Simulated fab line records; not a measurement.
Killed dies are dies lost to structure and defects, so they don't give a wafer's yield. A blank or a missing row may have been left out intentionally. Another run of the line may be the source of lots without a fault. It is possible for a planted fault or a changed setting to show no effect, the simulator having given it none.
Chamber matching    flow nandHarc    NHARC_A_STAIRCASE_DEP_301 on pecvd-02 has 3 sister chambers
The step deposits SiON, target thk 30 nm. 3 wafers are shown with their chamber, then 7 later ones without.

== EACH WAFER AND ITS CHAMBER ==
wafer   chamber  showerheadVppV (V)
L494.3  2        1108
L495.1  0        1142
L495.3  1        1088

== WAFERS WITHOUT THEIR CHAMBER ==
wafer   showerheadVppV (V)
L495.5  1118
L497.1  1126
L497.4  1119
L497.5  1096
L499.4  1134
L499.5  1120
L499.6  1072

== WHICH CHAMBER EACH ONE RAN IN ==
wafer   from the rows above           in truth
L495.5  can't be placed: 2 or 0 or 1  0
L497.1  can't be placed: 0 or 2 or 1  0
L497.4  can't be placed: 2 or 0 or 1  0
L497.5  can't be placed: 1 or 2       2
L499.4  can't be placed: 0 or 2       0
L499.5  can't be placed: 2 or 0 or 1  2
L499.6  can't be placed: 1 or 2       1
Correctly placed: 0 of 7. From these rows, 7 cannot be placed; in 7 the true chamber is one of the candidates. 0 placed wrongly.
How it was worked out, from the rows above alone: a wafer's distance from a chamber is the root of the sum, over the readings, of the square of ((its reading less the chamber's mean) divided by the reading's scatter). The wafer belongs to the nearest chamber; if the next one is less than 2 further off, it can't be placed. A chamber's mean is the mean of its shown wafers. The scatter: root of mean squared gap, hidden wafer to nearest shown wafer, with one shown wafer a chamber.
